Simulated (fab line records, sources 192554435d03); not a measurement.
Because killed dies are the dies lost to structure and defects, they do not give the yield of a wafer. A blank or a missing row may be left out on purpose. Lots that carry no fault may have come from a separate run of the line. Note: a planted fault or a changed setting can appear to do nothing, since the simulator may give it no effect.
One fault seen from 3 desks / flow n5_finfet / each desk has only its own numbers; what lay behind them comes last
Where a reading is given only as a bound, like >300, the bound stands for it, and a mean or a difference that rests on one is marked > or <: the true number lies beyond.

== TOOL OWNER'S DESK, plasma_asher-02 ==
The tool's own readings at N5_ZERO_LAYER_STRIP_24 (strips in O2): means of the sampled wafers that have a number, for each lot that ran on this tool. If a lot's mean is further than 4 standard deviations from the usual mean, the lot is out of limits and carries the mark OUT (the distance appears in the brackets).
Columns: A = drypump_motor_current_A at N5_ZERO_LAYER_STRIP_24, usual 5.59 A; B = heater_power_w at N5_ZERO_LAYER_STRIP_24, usual 332 W; C = oes_product_au at N5_ZERO_LAYER_STRIP_24, usual 0.647 a.u.; D = strip_time_to_endpoint_s at N5_ZERO_LAYER_STRIP_24, usual 43.89 s
lot=L453; first seen here=day 1 12:54; A=5.64; B=325; C=0.650; D=43.94
lot=L462; first seen here=day 3 19:02; A=5.51; B=333; C=0.647; D=43.98
lot=L475; first seen here=day 7 00:53; A=5.50; B=333; C=0.641; D=43.85
lot=L476; first seen here=day 7 06:53; A=5.49; B=335; C=0.641; D=43.84
Result from this desk: across the 4 lots, nothing is out of limits.

== THE DEFECT DESK ==
Inspection counts along the route, by lot: the mean over sampled wafers that carry a number. If a lot's mean is further than 4 standard deviations from the usual mean, the lot is out of limits and carries the mark OUT (the distance appears in the brackets).
Columns: A = raw_defect_count at N5_ZERO_LAYER_INSPECT_20, usual 31; B = raw_defect_count at N5_WELL_APT_INSPECT_10, usual 2.1; C = raw_defect_count at N5_WELL_APT_INSPECT_38, usual 13
lot=L453; first seen here=day 1 13:16; A=23; B=3.0; C=21
lot=L455; first seen here=day 2 01:26; A=40; B=3.0; C=10
lot=L462; first seen here=day 3 19:23; A=547 (+37) OUT; B=>201 (+99 or more) OUT; C=512 (+98) OUT
lot=L468; first seen here=day 5 07:23; A=37; B=1.7; C=10
lot=L469; first seen here=day 5 13:23; A=21; B=0.7; C=11
lot=L471; first seen here=day 6 02:01; A=26; B=1.7; C=16
lot=L475; first seen here=day 7 01:15; A=37; B=1.7; C=14
lot=L476; first seen here=day 7 07:15; A=30; B=4.0; C=14
This desk's finding: out of limits on L462; first on L462, day 3 19:23 (raw_defect_count at N5_ZERO_LAYER_INSPECT_20). Within limits: L453, L455, L468, L469, L471, L475, L476.

== AT THE METROLOGY DESK ==
What the gauges read for every lot (on any tool): the sampled wafers with a number, averaged. If a lot's mean is further than 4 standard deviations from the usual mean, the lot is out of limits and carries the mark OUT (the distance appears in the brackets). 7 of its 11 readings are shown, namely those furthest out on some lot.
Columns: A = DIBL_N at N5_BEOL_M4_RC_MEAS_101, usual 36.0 mV/V; B = DIBL_P at N5_BEOL_M4_RC_MEAS_101, usual 36.3 mV/V; C = IOFF_N at N5_BEOL_M4_RC_MEAS_101, usual 0.16 nA/um; D = IOFF_P at N5_BEOL_M4_RC_MEAS_101, usual 0.21 nA/um; E = ION_P at N5_BEOL_M4_RC_MEAS_101, usual 461 uA/um; F = VT_N at N5_BEOL_M4_RC_MEAS_101, usual 250 mV; G = VT_P at N5_BEOL_M4_RC_MEAS_101, usual -250.9 mV
lot=L453; first seen here=day 1 13:34; A=39.1; B=38.5; C=0.22; D=0.28; E=470; F=246; G=-244.6
lot=L455; first seen here=day 2 01:45; A=36.9; B=38.3; C=0.19; D=0.23; E=468; F=248; G=-247.7
lot=L462; first seen here=day 3 19:49; A=37.3; B=37.3; C=0.19; D=0.22; E=462; F=247; G=-251.5
lot=L468; first seen here=day 5 07:42; A=35.5; B=37.0; C=0.14; D=0.18; E=453; F=254; G=-255.3
lot=L469; first seen here=day 5 13:42; A=34.0; B=32.7; C=0.11; D=0.15; E=452; F=257; G=-254.6
lot=L471; first seen here=day 6 02:20; A=36.6; B=37.5; C=0.15; D=0.22; E=466; F=253; G=-249.8
lot=L475; first seen here=day 7 01:41; A=37.3; B=39.0; C=0.17; D=0.24; E=473; F=246; G=-247.3
lot=L476; first seen here=day 7 07:41; A=38.1; B=37.2; C=0.17; D=0.22; E=461; F=249; G=-250.7
Result from this desk: across the 8 lots, nothing is out of limits.

== PUT TOGETHER ==
The defect desk could have raised an alarm at day 3 19:23, on L462.
The desk of the tool owner found nothing out of limits.
The metrology desk saw nothing out of limits.
Tool owner's desk: L462 on record, inside its limits.
The metrology desk has L462 on record, within its limits.
N5_ZERO_LAYER_STRIP_24 was run on plasma_asher-02 by each of the lots named.

== WHAT THE SIMULATOR PUT IN ==
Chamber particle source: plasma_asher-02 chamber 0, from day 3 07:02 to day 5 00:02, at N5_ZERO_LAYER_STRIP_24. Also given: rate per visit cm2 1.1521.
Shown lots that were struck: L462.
Hours from the fault's start to each desk's first reading out of limits: the defect desk, 12.
